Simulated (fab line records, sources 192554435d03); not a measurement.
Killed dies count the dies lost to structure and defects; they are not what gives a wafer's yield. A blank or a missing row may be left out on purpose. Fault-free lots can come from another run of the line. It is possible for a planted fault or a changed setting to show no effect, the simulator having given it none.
Matching of chambers -- flow n5 finfet -- rie diel-02 running N5_MOL_CONTACT_COAG_STRIP_72: 4 sister chambers
The step strips in N2/H2. 8 wafers are shown with their chamber, then 9 later ones without.

== WAFERS WITH THEIR CHAMBER ==
wafer,chamber,drypump motor current A (A),throttle valve pct (%)
L080.5,0,6.2,24.0
L083.3,1,5.8,24.1
L083.5,3,5.3,23.7
L085.1,1,5.8,24.2
L085.6,3,5.3,23.7
L087.1,0,6.1,24.0
L087.2,2,5.1,24.4
L087.4,2,5.1,24.4

== WAFERS WHOSE CHAMBER IS MISSING ==
wafer,drypump motor current A (A),throttle valve pct (%)
L092.2,5.8,24.1
L092.4,6.2,24.0
L092.6,5.8,24.2
L095.1,5.4,23.8
L095.2,5.8,24.2
L095.4,6.2,24.0
L096.1,5.1,24.4
L096.3,5.7,24.2
L096.5,5.1,24.4

== EACH ONE'S CHAMBER ==
wafer,from the rows above,in truth
L092.2,1,1
L092.4,0,0
L092.6,1,1
L095.1,3,3
L095.2,1,1
L095.4,0,0
L096.1,2,2
L096.3,1,1
L096.5,2,2
Placed correctly: 9 of 9. Left unplaced by these rows: 0. Placed wrongly: 0.
How it was worked out, from the rows above alone: a wafer's distance from a chamber is the root of the sum, over the readings, of the square of ((its reading less the chamber's mean) divided by the reading's scatter). The wafer belongs to the nearest chamber; if the next one is less than 2 further off, it can't be placed. The mean given for a chamber averages the wafers shown for that chamber. How the scatter is found: for the shown wafers, subtract from each reading the mean of its chamber, square and add these, divide the total by (wafers less chambers), then take the root.
